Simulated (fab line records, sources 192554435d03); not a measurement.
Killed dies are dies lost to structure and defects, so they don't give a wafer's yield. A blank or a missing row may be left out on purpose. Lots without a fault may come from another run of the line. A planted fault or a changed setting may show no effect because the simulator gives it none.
Chamber matching | flow n5_finfet | N5_BEOL_M4_ILD_DEP_00 on pecvd-04: 3 sister chambers
The step deposits SiOC from DEMS/O2, target thk 79 nm, time 15.3 s. 14 wafers are shown with their chamber, then 7 later ones without.

WAFERS WITH THEIR CHAMBER
wafer  | chamber | heater_power_w (W) | throttle_valve_pct (%) | showerhead_plenum_p_Torr (Torr)
L078.1 | 2       | 434                | 11.7                   | 5.694
L078.3 | 1       | 464                | 12.5                   | 5.719
L078.4 | 0       | 512                | 12.2                   | 5.707
L082.2 | 1       | 371                | 12.4                   | 5.686
L082.4 | 0       | 531                | 12.1                   | 5.698
L082.5 | 1       | 367                | 12.1                   | 5.692
L086.4 | 1       | 453                | 12.3                   | 5.717
L086.5 | 0       | 574                | 12.1                   | 5.696
L086.6 | 2       | 483                | 11.8                   | 5.690
L088.2 | 1       | 457                | 12.7                   | 5.710
L088.3 | 2       | 504                | 11.8                   | 5.689
L088.5 | 2       | 494                | 11.9                   | 5.715
L093.1 | 0       | 566                | 11.5                   | 5.713
L093.3 | 1       | 466                | 12.3                   | 5.698

SIGNATURES (means of the wafers above)
reading                  | chamber 0 | chamber 1 | chamber 2 | scatter within a chamber
heater_power_w           | 545.75    | 429.67    | 478.75    | 38.9
throttle_valve_pct       | 11.975    | 12.383    | 11.800    | 0.221
showerhead_plenum_p_Torr | 5.70350   | 5.70367   | 5.69700   | 0.0119
Rule: a wafer's distance from a chamber is the root of the sum, over the readings, of the square of ((its reading less the chamber's mean) divided by the reading's scatter). The wafer belongs to the nearest chamber; if the next one is less than 2 further off, it can't be placed. The scatter: the root of (the sum of the squares of (reading less its chamber's mean) over the shown wafers, divided by (wafers less chambers)).

WAFERS WITHOUT THEIR CHAMBER
wafer  | heater_power_w (W) | throttle_valve_pct (%) | showerhead_plenum_p_Torr (Torr)
L093.6 | 472                | 12.3                   | 5.697
L094.1 | 527                | 12.3                   | 5.705
L094.2 | 468                | 11.9                   | 5.689
L094.3 | 369                | 12.6                   | 5.707
L097.1 | 469                | 12.5                   | 5.701
L097.3 | 438                | 11.7                   | 5.684
L097.6 | 609                | 12.0                   | 5.715

WHICH CHAMBER EACH WENT THROUGH
wafer  | from the rows above          | in truth
L093.6 | can't be placed: 1 or 2 or 0 | 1
L094.1 | can't be placed: 0 or 1 or 2 | 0
L094.2 | can't be placed: 2 or 0 or 1 | 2
L094.3 | 1                            | 1
L097.1 | can't be placed: 1 or 0      | 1
L097.3 | can't be placed: 2 or 0 or 1 | 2
L097.6 | can't be placed: 0 or 2      | 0
Placed correctly: 1 of 7. Can't be placed from these rows: 6 (the true chamber is among the candidates in 6). Placed wrongly: 0.
